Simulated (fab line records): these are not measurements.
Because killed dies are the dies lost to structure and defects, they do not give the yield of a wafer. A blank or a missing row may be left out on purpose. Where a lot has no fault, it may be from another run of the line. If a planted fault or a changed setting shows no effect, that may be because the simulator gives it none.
Comparing a struck lot with a sound one | flow nandHarc | 12 steps out of a route of 1159
Sound: wafers L102.2, L102.5, L102.6. Struck: wafer L997.6 (left out: L997.2, L997.4 of the same lot, which were not struck); the cause appears at the end.
Order at every step that has rows: each side's tool, ch and its chambers, its first start. Under that, the readings that differ: sound wafers | struck wafers | difference of the means | sigmas: that difference in standard deviations of wafers without a fault.
alike: a reading whose means differ by less than 2 such deviations, as well as words and numbers matching on both sides. not compared: withheld readings; readings where some wafer has no value; bounds like >300 that might hide an equal value; numbers whose values overlap and for which the record gives no deviation.
A row with sigmas, a row that says differs or no value, or rows on one side alone: a step with any of these is where the two part. Numbers that have no deviation but don't overlap get no sigmas and don't part them. A reading missing from all wafers of one side parts the sides only when that side holds two or more wafers.

first, 1 step without rows for these wafers: NHARC_A_SLIT_SRD_20.
NHARC_A_SLIT_CD_MEAS_21:
  struck on cdSem-01, day 15 12:41; sound on cdSem-01, day 17 19:58
  alike: cdNm
then, 3 steps without rows for these wafers: NHARC_A_SIN_REMOVE_WET_00 (chemistry H3PO4, time 15300 s); NHARC_A_SIN_REMOVE_PRECLEAN_01 (cleans in SC1); NHARC_A_SIN_REMOVE_SRD_02.
NHARC_A_SIN_REMOVE_INSPECT_04:
  struck on defectInspect-02, day 15 19:47; sound on defectInspect-02, day 18 03:43
  alike: rawDefectCount
NHARC_A_WL_FILL_ALD_00: deposits Al2O3, target thk 3 nm, pulse time 3 s, ald cycles 30.
  sound on aldHk-02 ch 1,2, day 18 03:46; struck on aldHk-04 ch 1, day 15 19:59
  alike: heaterPowerW, precursorPulseHeightRel
  not compared: sinceWetCleanH
NHARC_A_WL_FILL_RTA_01: time 5 s.
  sound on rtpAnneal-01 ch 0, day 18 04:14; struck on rtpAnneal-02 ch 0, day 15 20:18
reading          | sound          | struck | difference | sigmas
lampPowerPct (%) | 30.9 30.9 30.9 | 25.2   | -5.7       | -2
  alike: wafer_temp_C_max
NHARC_A_WL_FILL_ALD_02: deposits TiN, target thk 2 nm, pulse time 3 s, ald cycles 100.
  sound on aldMetal-03 ch 0,2,3, day 18 04:32; struck on aldMetal-02 ch 3, day 15 20:31
  alike: heaterPowerW, precursorPulseHeightRel
  not compared: sinceWetCleanH
NHARC_A_WL_FILL_CVD_03: deposits W, target thk 40 nm, time 3302 s.
  sound on cvdW-01 ch 0,1, day 18 05:19; struck on cvdW-01 ch 0, day 16 00:49
  alike: heaterPowerW, throttleValvePct
  not compared: sinceWetCleanH
NHARC_A_WL_FILL_ETCHBACK_04: etches the open film in NF3, target depth 60 nm, time 120 s.
  sound on rieMetal-03 ch 0, day 18 08:13; struck on rieMetal-02 ch 0, day 16 02:44
reading                  | sound             | struck | difference | sigmas
drypumpMotorCurrentA (A) | 5.0 5.0 5.0       | 6.3    | +1.3       | +3
runLengthS (s)           | 140.5 141.2 140.5 | 97.9   | -42.8      | -99 or more
  alike: chamberPressureMTorr, oesProductAu
  not compared: rfHoursCounterH
NHARC_A_WL_FILL_ETCHBACK_05: etches the open film in Cl2/BCl3, target depth 22 nm, time 60 s.
  sound on rieMetal-03 ch 0, day 18 08:37; struck on rieMetal-02 ch 1, day 16 02:59
  alike: chamberPressureMTorr, drypumpMotorCurrentA, oesProductAu, runLengthS
  not compared: rfHoursCounterH

== WHERE THEY PART ==
Last at NHARC_A_WL_FILL_ETCHBACK_04 as far as this record goes, first at NHARC_A_WL_FILL_RTA_01. Later steps at which nothing parts them and some readings are alike: NHARC_A_WL_FILL_ETCHBACK_05.

WHY: what the simulator had put in
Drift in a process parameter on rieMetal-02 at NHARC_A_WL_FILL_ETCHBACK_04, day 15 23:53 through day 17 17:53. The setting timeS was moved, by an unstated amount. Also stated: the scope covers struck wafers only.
